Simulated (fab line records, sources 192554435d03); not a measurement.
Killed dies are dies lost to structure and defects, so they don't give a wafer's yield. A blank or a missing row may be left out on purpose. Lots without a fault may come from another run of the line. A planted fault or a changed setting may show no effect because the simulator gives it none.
A struck lot beside a sound one | flow n5_finfet | 17 steps out of a route of 1938
Sound: wafers L427.1, L427.4, L427.6. Struck: wafer L421.4. (L421.3 of the same lot was not struck and is left out.) The cause comes at the end.
At each step with rows: each side's tool, then ch and its chambers, then its first start. Under that, the readings that differ: sound wafers | struck wafers | difference of the means | sigmas: that difference in standard deviations of wafers without a fault.
alike: readings whose means differ by less than 2 such deviations, and words and numbers that are the same on both sides. not compared: withheld readings, readings that some wafer has no value for, bounds like >300 that may hide the same value, and numbers for which the record gives no deviation and whose values overlap.
The two part at a step that has a row with sigmas, a row that says differs or no value, or rows on one side only. Numbers that don't overlap but have no deviation are shown without sigmas and don't part them. A reading that every wafer of one side lacks parts them only if that side has two wafers or more.

first, 9 steps without rows for these wafers: N5_MOL_CONTACT_COAG_DEVELOP_39 (develop time 30 s); N5_MOL_CONTACT_COAG_DESCUM_45 (chemistry O2, time 7 s); N5_MOL_CONTACT_COAG_ETCH_65 (etches underlayer in N2/H2, target depth 13 nm, time 10.4 s); N5_MOL_CONTACT_COAG_ETCH_66 (etches SiARC in CF4, target depth 13 nm, time 21.7 s); N5_MOL_CONTACT_COAG_ALD_133 (deposits SiO2, target thk 5 nm, pulse time 1 s, co reactant pulse time 1 s); N5_MOL_CONTACT_COAG_ETCHBACK_134 (etches SiO2 in CHF3, target depth 10 nm, time 6.7 s); N5_MOL_CONTACT_COAG_ETCH_67 (etches SOC in N2/H2, target depth 60 nm, overetch 21 nm, time 101.2 s); N5_MOL_CONTACT_COAG_STRIP_68 (strips in N2/H2); N5_MOL_CONTACT_COAG_STRIP_69 (strips in N2/H2).
N5_MOL_CONTACT_COAG_ETCHBACK_136: etches SiO2 in CHF3, target depth 25 nm, time 16.7 s.
  sound on rie_diel-03 ch 1,2, day 9 22:14; struck on rie_diel-05 ch 1, day 8 15:11
  reading                                           | sound          | struck | difference | sigmas
  oes_product_au (a.u.)                             | 0.90 0.90 0.88 | 1.15   | +0.26      | +3
  model.SOC_of_MOL_CONTACT_COAG_COAT_62.thk_nm (nm) | 56.8 57.2 57.2 | 55.8   | -1.3       |
  alike: drypump_motor_current_A, rf_vpp_V, showerhead_plenum_p_Torr, throttle_valve_pct
  not compared: rf_hours_counter_h
then, 1 step without rows for these wafers: N5_MOL_CONTACT_COAG_STRIP_120 (strips in CHF3).
N5_MOL_CONTACT_COAG_VIA_ETCH_117: etches SiO2 in C4F6/O2, target depth 40 nm, overetch 8 nm, time 26 s.
  sound on rie_diel-03 ch 1,2, day 9 22:16; struck on rie_diel-05 ch 1, day 8 15:13
  reading                                      | sound             | struck | difference | sigmas
  oes_product_au (a.u.)                        | 0.80 0.80 0.79    | 0.61   | -0.19      | -2
  model.etch.depth_nm (nm)                     | 39.63 39.64 39.74 | 26.23  | -13.44     |
  model.MOL_CONTACT_COAG.feature_depth_nm (nm) | 39.6 39.6 39.8    | 26.2   | -13.5      |
  alike: drypump_motor_current_A, rf_vpp_V, showerhead_plenum_p_Torr, throttle_valve_pct
  not compared: rf_hours_counter_h
then, 1 step without rows for these wafers: N5_MOL_CONTACT_COAG_ETCH_124 (etches SiNx in CH3F/O2, stops on SiOC, target depth 6.5 nm).
N5_MOL_CONTACT_COAG_ETCH_48: etches SiOC in C4F6/O2, target depth 15 nm, overetch 4.5 nm, time 17 s.
  sound on rie_diel-03 ch 1,2, day 9 22:20; struck on rie_diel-05 ch 1, day 8 15:17
  reading                                           | sound        | struck | difference | sigmas
  model.SOC_of_MOL_CONTACT_COAG_COAT_62.thk_nm (nm) | 45 45.2 45.2 | 44.4   | -0.7       |
  alike: drypump_motor_current_A, oes_product_au, rf_vpp_V, showerhead_plenum_p_Torr, throttle_valve_pct
  not compared: rf_hours_counter_h
then, 1 step without rows for these wafers: N5_MOL_CONTACT_COAG_STRIP_72 (strips in N2/H2).
-- the record jumps here: 3 days lie between the struck wafers' starts before and after (it left off in module MOL_CONTACT_COAG and takes up again in module BEOL_M4, whose first step shown is number 1111 of the route) --
N5_BEOL_M4_RC_MEAS_101:
  sound on prober-01 ch 0, day 12 19:58; struck on prober-01 ch 0, day 11 11:10
  alike: DIBL_N, DIBL_P, IOFF_N, IOFF_P, ION_N, ION_P, SS_N, SS_P, VT_N, VT_P
-- the record jumps here: 4 days lie between the struck wafers' starts before and after (it left off in module BEOL_M4 and takes up again in module PASSIVATION, whose first step shown is number 1936 of the route) --
N5_PASSIVATION_PROBE_49:
  the record has rows for the struck wafers here (prober-01, day 15 19:40) and none for the sound ones

WHERE THEY PART
First at N5_MOL_CONTACT_COAG_ETCHBACK_136; last, within this record, at N5_PASSIVATION_PROBE_49.

WHY: what the simulator had put in
Process parameter drift: rie_diel-05, from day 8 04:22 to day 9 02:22, at N5_MOL_CONTACT_COAG_ETCHBACK_136. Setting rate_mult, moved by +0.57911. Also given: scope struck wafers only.
